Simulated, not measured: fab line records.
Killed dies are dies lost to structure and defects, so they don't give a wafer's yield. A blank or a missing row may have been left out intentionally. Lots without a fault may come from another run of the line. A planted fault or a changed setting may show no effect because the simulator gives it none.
Chamber matching	flow nandHarc	4 sister chambers for NHARC_A_WL_FILL_ALD_10 on aldHk-03
The step deposits SiO2, target thk 50 nm, pulse time 10 s, ald cycles 500. 18 wafers are shown with their chamber, then 9 later ones without.

## WAFERS WITH THEIR CHAMBER
wafer	chamber	heaterPowerW (W)	precursorPulseHeightRel
L074.3	1	419	1.001
L074.2	0	434	0.971
L074.5	2	440	1.007
L075.1	3	489	0.988
L075.2	2	440	0.999
L075.4	1	414	0.975
L079.3	2	445	1.004
L079.1	1	426	0.979
L079.6	3	481	1.008
L080.2	1	414	1.007
L080.3	0	432	1.023
L080.5	1	416	1.023
L085.1	0	473	1.013
L085.3	1	435	0.990
L085.6	2	456	1.021
L086.1	2	460	1.009
L086.5	0	460	0.968
L086.6	3	489	1.025

SIGNATURES, as means of the wafers listed above
reading	chamber 0	chamber 1	chamber 2	chamber 3	scatter within a chamber
heaterPowerW	449.75	420.67	448.20	486.33	11.8
precursorPulseHeightRel	0.99375	0.99583	1.00800	1.00700	0.0189
Rule: a wafer's distance from a chamber is the root of the sum, over the readings, of the square of ((its reading less the chamber's mean) divided by the reading's scatter). If the next closest chamber is less than 2 further off than the closest, the wafer can't be placed; otherwise it belongs to the closest. How the scatter is found: for the shown wafers, subtract from each reading the mean of its chamber, square and add these, divide the total by (wafers less chambers), then take the root.

## WAFERS MISSING THEIR CHAMBER
wafer	heaterPowerW (W)	precursorPulseHeightRel
L091.1	499	1.016
L091.2	475	0.984
L091.3	420	1.003
L092.4	517	0.976
L092.5	503	1.029
L092.6	464	0.995
L095.4	495	1.031
L095.5	464	0.998
L095.6	492	0.987

## CHAMBER TAKEN BY EACH
wafer	from the rows above	in truth
L091.1	3	3
L091.2	can't be placed: 3 or 0 or 2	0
L091.3	1	1
L092.4	3	3
L092.5	3	3
L092.6	can't be placed: 0 or 2 or 3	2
L095.4	3	3
L095.5	can't be placed: 0 or 2 or 3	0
L095.6	3	3
6 of 9 placed correctly. Unplaceable from these rows: 3, with the true chamber sitting among the candidates in 3. 0 placed wrongly.
